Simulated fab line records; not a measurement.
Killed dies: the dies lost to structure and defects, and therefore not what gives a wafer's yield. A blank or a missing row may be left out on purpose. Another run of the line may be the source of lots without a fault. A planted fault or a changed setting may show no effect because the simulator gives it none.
Lot-split experiment :: flow n5Finfet :: 7 lots, 21 wafers read, on a route of 1938 steps

== SPLIT DETAILS ==
At N5_BEOL_M10_ETCH_41 (etches SiCN in CH3F/O2, target depth 42.6 nm, time 86 s), the setting sourceW was moved away from the recipe's 395 W on 8 of the 21 wafers read, by -12.2% to +10.1%. This setting was run at the recipe's value on the other wafers.

The reading comes from the split's own step.

== THE READING ==
rfVppV, in V, at N5_BEOL_M10_ETCH_41 (etches SiCN in CH3F/O2, target depth 42.6 nm, time 86 s). Fault-free wafers of this fab line usually give 297.5 V, standard deviation 1.5 V.

wafer: L074.1
tool, chamber at the split: rieDiel-02, 2
sourceW as run, W: 430.3
against the recipe: +8.9%
rfVppV, V: 287.0
against lot-mates on the recipe: -9.9

wafer: L074.2
tool, chamber at the split: rieDiel-02, 3
sourceW as run, W: 430.3
against the recipe: +8.9%
rfVppV, V: 288.3
against lot-mates on the recipe: -8.6

wafer: L074.3
tool, chamber at the split: rieDiel-02, 0
sourceW as run, W: 395
against the recipe: recipe
rfVppV, V: 296.9
against lot-mates on the recipe: -

wafer: L076.2
tool, chamber at the split: rieDiel-04, 1
sourceW as run, W: 346.8
against the recipe: -12.2%
rfVppV, V: 311.5
against lot-mates on the recipe: +11.8

wafer: L076.3
tool, chamber at the split: rieDiel-04, 0
sourceW as run, W: 395
against the recipe: recipe
rfVppV, V: 300.7
against lot-mates on the recipe: -

wafer: L076.6
tool, chamber at the split: rieDiel-04, 1
sourceW as run, W: 395
against the recipe: recipe
rfVppV, V: 298.7
against lot-mates on the recipe: -

wafer: L080.1
tool, chamber at the split: rieDiel-04, 1
sourceW as run, W: 395
against the recipe: recipe
rfVppV, V: 298.4
against lot-mates on the recipe: -

wafer: L080.3
tool, chamber at the split: rieDiel-04, 0
sourceW as run, W: 395
against the recipe: recipe
rfVppV, V: 299.6
against lot-mates on the recipe: -

wafer: L080.6
tool, chamber at the split: rieDiel-04, 1
sourceW as run, W: 395
against the recipe: recipe
rfVppV, V: 298.2
against lot-mates on the recipe: -

wafer: L078.4
tool, chamber at the split: rieDiel-04, 3
sourceW as run, W: 395
against the recipe: recipe
rfVppV, V: 295.5
against lot-mates on the recipe: -

wafer: L078.5
tool, chamber at the split: rieDiel-04, 3
sourceW as run, W: 395
against the recipe: recipe
rfVppV, V: 295.4
against lot-mates on the recipe: -

wafer: L078.6
tool, chamber at the split: rieDiel-04, 0
sourceW as run, W: 432.1
against the recipe: +9.4%
rfVppV, V: 291.9
against lot-mates on the recipe: -3.6

wafer: L084.1
tool, chamber at the split: rieDiel-03, 0
sourceW as run, W: 395
against the recipe: recipe
rfVppV, V: 296.3
against lot-mates on the recipe: -

wafer: L084.2
tool, chamber at the split: rieDiel-03, 1
sourceW as run, W: 416.1
against the recipe: +5.3%
rfVppV, V: 292.9
against lot-mates on the recipe: -3.4

wafer: L084.4
tool, chamber at the split: rieDiel-03, 3
sourceW as run, W: 416.1
against the recipe: +5.3%
rfVppV, V: 290.6
against lot-mates on the recipe: -5.7

wafer: L089.2
tool, chamber at the split: rieDiel-02, 0
sourceW as run, W: 395
against the recipe: recipe
rfVppV, V: 295.1
against lot-mates on the recipe: -

wafer: L089.4
tool, chamber at the split: rieDiel-02, 1
sourceW as run, W: 434.7
against the recipe: +10.1%
rfVppV, V: 290.4
against lot-mates on the recipe: -6.2

wafer: L089.6
tool, chamber at the split: rieDiel-02, 0
sourceW as run, W: 395
against the recipe: recipe
rfVppV, V: 298.1
against lot-mates on the recipe: -

wafer: L093.2
tool, chamber at the split: rieDiel-02, 0
sourceW as run, W: 395
against the recipe: recipe
rfVppV, V: 296.7
against lot-mates on the recipe: -

wafer: L093.5
tool, chamber at the split: rieDiel-02, 0
sourceW as run, W: 395
against the recipe: recipe
rfVppV, V: 297.3
against lot-mates on the recipe: -

wafer: L093.6
tool, chamber at the split: rieDiel-02, 3
sourceW as run, W: 427.2
against the recipe: +8.2%
rfVppV, V: 290.7
against lot-mates on the recipe: -6.3

FIT RESULTS
A straight line over all 21 wafers: rfVppV changes by -0.963 V for each +1% of sourceW; r = -0.94; the points scatter about the line by 1.9 V.
The same after taking each lot's own level away (the mean of its wafers on the recipe; 21 wafers): -0.828 V for each +1%; r = -0.95; scatter 1.5 V.
The reading moves by 10 V for the largest change in sourceW, on that fit.
The span of the lots' own levels, 295.45 to 299.70 V, comes to 2.8 times the standard deviation stated above.
So the lot-to-lot level changes the slope: the two fits differ.
Check: +9.18 V against its lot-mates is what the line predicts for one of the wafers moved furthest among these (-12.2%) when that wafer is left out of the fit. It came out at +11.8 V against them.
Tool readings at the split's step, against how far the setting was moved: rfVppV r = -0.94.

== THE OTHER SPLITS THESE WAFERS WENT THROUGH ==
These wafers also went through other splits before the reading. Each is held against what the fit with the lots' levels taken away leaves over:
other split on the same wafers: N5_BEOL_M7_ETCH_41 sourceW
wafers away from the commonest value: 5
r with rfVppV (lot level and that fit taken away): -0.62

other split on the same wafers: N5_BEOL_M8_COAT_22 spinRpm
wafers away from the commonest value: 5
r with rfVppV (lot level and that fit taken away): -0.15

other split on the same wafers: N5_BEOL_M9_COAT_22 spinRpm
wafers away from the commonest value: 8
r with rfVppV (lot level and that fit taken away): -0.27

other split on the same wafers: N5_BEOL_M9_ETCH_66 timeS
wafers away from the commonest value: 3
r with rfVppV (lot level and that fit taken away): +0.04

other split on the same wafers: N5_BEOL_M10_COAT_63 spinRpm
wafers away from the commonest value: 5
r with rfVppV (lot level and that fit taken away): +0.31

other split on the same wafers: N5_BEOL_M10_PEB_26 pebTimeS
wafers away from the commonest value: 6
r with rfVppV (lot level and that fit taken away): +0.25

== FILE'S OWN FIT ==
rfVppV changes by -0.778 V for each +1% of sourceW, r = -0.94.
